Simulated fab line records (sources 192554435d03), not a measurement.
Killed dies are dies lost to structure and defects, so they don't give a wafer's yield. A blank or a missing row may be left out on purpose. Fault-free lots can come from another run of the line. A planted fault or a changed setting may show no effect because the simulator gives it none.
Comparing a struck lot with a sound one | flow n5-finfet | 39 out of 1938 route steps
Sound: these wafers, L587.2, L587.3, L587.6. Struck: wafer L603.2; the same lot's L603.4 was not struck, so it is left out; see the end for the cause.
Order at every step that has rows: each side's tool, ch and its chambers, its first start. Under that, the readings that differ: sound wafers | struck wafers | difference of the means | sigmas: that difference in standard deviations of wafers without a fault.
alike: readings whose means differ by less than 2 such deviations, and words and numbers that are the same on both sides. not compared: withheld readings, readings that some wafer has no value for, bounds like >300 that may hide the same value, and numbers for which the record gives no deviation and whose values overlap.
A row with sigmas, a row that says differs or no value, or rows on one side alone: a step with any of these is where the two part. Numbers that don't overlap but have no deviation are shown without sigmas and don't part them. A reading that every wafer of one side lacks parts them only if that side has two wafers or more.

first, 9 steps without rows for these wafers: N5_MOL_CONTACT_COAG_EXPOSE_05 (exposes mask CA, defocus 0 nm); N5_MOL_CONTACT_COAG_PEB_06 (peb time 60 s); N5_MOL_CONTACT_COAG_DEVELOP_07 (develop time 30 s); N5_MOL_CONTACT_COAG_DESCUM_13 (chemistry O2, time 7 s); N5_MOL_CONTACT_COAG_ETCH_59 (etches underlayer in N2/H2, target depth 13 nm, time 10.4 s); N5_MOL_CONTACT_COAG_ETCH_105 (etches SiARC in CF4, target depth 15.6 nm, time 26 s); N5_MOL_CONTACT_COAG_ETCH_106 (etches SOC in N2/H2, target depth 80 nm, overetch 16 nm, time 120 s); N5_MOL_CONTACT_COAG_STRIP_107 (strips in N2/H2); N5_MOL_CONTACT_COAG_STRIP_108 (strips in N2/H2).
N5_MOL_CONTACT_COAG_CONTACT_ETCH_14: etches SiO2 in C4F6/O2, target depth 27.5 nm, overetch 8.5 nm, time 20 s.
  sound on rie-diel-05 ch 1,2,3, day 5 23:24; struck on rie-diel-05 ch 3, day 10 03:20
  reading                                            | sound          | struck | difference | sigmas
  run-length-s (s)                                   | 43.4 43.4 43.5 | 34.8   | -8.6       | -23
  model.SOC_of_MOL_CONTACT_COAG_COAT_103.thk-nm (nm) | 78.8 78.8 78.8 | 79     | +0         |
  alike: chamber-pressure-mTorr, drypump-motor-current-A, oes-product-au, rf-vpp-V, showerhead-plenum-p-Torr, throttle-valve-pct
  not compared: rf-hours-counter-h
then, 1 step without rows for these wafers: N5_MOL_CONTACT_COAG_STRIP_109 (strips in C4F6/O2).
N5_MOL_CONTACT_COAG_ETCH_15: etches SiNx in CH3F/O2, stops on Si:P, target depth 7 nm.
  sound on rie-diel-05 ch 1,2,3, day 5 23:26; struck on rie-diel-05 ch 3, day 10 03:23
  reading               | sound          | struck | difference | sigmas
  oes-product-au (a.u.) | 0.53 0.55 0.54 | 0.26   | -0.28      | -5
  alike: chamber-pressure-mTorr, drypump-motor-current-A, rf-vpp-V, showerhead-plenum-p-Torr, throttle-valve-pct
  not compared: rf-hours-counter-h
N5_MOL_CONTACT_COAG_ETCH_110: etches Si in CF4/O2, target depth 2.5 nm, time 8 s.
  sound on rie-diel-05 ch 1,2,3, day 5 23:30; struck on rie-diel-05 ch 3, day 10 03:26
  reading                                            | sound    | struck | difference | sigmas
  model.SOC_of_MOL_CONTACT_COAG_COAT_103.thk-nm (nm) | 74 74 74 | 74.4   | +0.4       |
  alike: chamber-pressure-mTorr, drypump-motor-current-A, oes-product-au, rf-vpp-V, showerhead-plenum-p-Torr, throttle-valve-pct
  not compared: rf-hours-counter-h
then, 1 step without rows for these wafers: N5_MOL_CONTACT_COAG_STRIP_98 (strips in N2/H2).
N5_MOL_CONTACT_COAG_CD_MEAS_99: the cd target is 17.2 nm.
  sound on cd-sem-01, day 5 23:37; struck on cd-sem-01, day 10 03:34
  not compared: cd-nm
then, 21 steps without rows for these wafers: N5_MOL_CONTACT_COAG_IMPLANT_129; N5_MOL_CONTACT_COAG_PRECLEAN_111 (cleans in NF3:NH3, afs cycles 1, time 20 s, sublimation time 60 s); N5_MOL_CONTACT_COAG_TI_SIL_19 (material Ti, target thk 4.2 nm, time 15 s); N5_MOL_CONTACT_COAG_ALD_20 (deposits TiN, target thk 1.5 nm, pulse time 1 s, purge time 3 s); N5_MOL_CONTACT_COAG_SIL_ANNEAL_21 (time 60 s); N5_MOL_CONTACT_COAG_PRE_CLEAN_141 (time 60 s); N5_MOL_CONTACT_COAG_SPUTTER_143 (material Co, target thk 2.5 nm); N5_MOL_CONTACT_COAG_CO_FILL_22 (material Co, precursor CCTBA/H2, target thk 20 nm); N5_MOL_CONTACT_COAG_ANNEAL_113 (time 300 s); N5_MOL_CONTACT_COAG_PRE_CLEAN_142 (time 60 s); N5_MOL_CONTACT_COAG_SPUTTER_130 (material Co, target thk 47.5 nm); N5_MOL_CONTACT_COAG_PRECLEAN_125 (cleans in DIW, time 57.5 s); N5_MOL_CONTACT_COAG_SRD_126 (dry time 32 s); N5_MOL_CONTACT_COAG_CMP_23 (polishes, stops on SiO2, t overpolish 1.5 s, target thk 0 nm); N5_MOL_CONTACT_COAG_WET_ETCH_26 (target Co, target depth 13 nm); N5_MOL_CONTACT_COAG_WET_ETCH_116 (etches the open film in SC1-inhibited, target depth 4.6 nm, rinse time 30 s); N5_MOL_CONTACT_COAG_ALD_27 (deposits SiOC, target thk 17 nm, pulse time 1.5 s, time 2720 s); N5_MOL_CONTACT_COAG_CMP_28 (polishes, stops on SiNx, t overpolish 0.85 s, target thk 14.522 nm); N5_MOL_CONTACT_COAG_ALD_123 (deposits SiNx, target thk 5 nm, pulse time 1 s, purge time 2 s); N5_MOL_CONTACT_COAG_PECVD_31 (deposits SiO2 from TEOS/O2, target thk 46 nm, time 8.9 s); N5_MOL_CONTACT_COAG_COAT_75 (time 60 s, resist thk 60 nm).
N5_MOL_CONTACT_COAG_CD_MEAS_40: the cd target is 25.1 nm.
  sound on cd-sem-03 ch 0, day 6 09:12; struck on cd-sem-02 ch 0, day 10 17:04
  not compared: cd-nm
N5_BEOL_M4_RC_MEAS_101:
  the record has rows for the sound wafers here (prober-02 ch 0, day 11 06:26) and none for the struck ones
-- here the record skips 9 days between the struck wafers' starts before and after, leaving off in module BEOL_M4 and picking up in module PASSIVATION (first step shown: number 1936 of the route) --
N5_PASSIVATION_PROBE_49:
  rows exist in the record for the struck wafers here (prober-01, day 19 19:37), but not for the sound ones

## WHERE THEY PART
First at N5_MOL_CONTACT_COAG_CONTACT_ETCH_14; last, within this record, at N5_PASSIVATION_PROBE_49.

WHY: what had been put in by the simulator
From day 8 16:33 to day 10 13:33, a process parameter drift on rie-diel-05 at N5_MOL_CONTACT_COAG_CONTACT_ETCH_14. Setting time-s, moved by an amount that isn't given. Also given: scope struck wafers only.
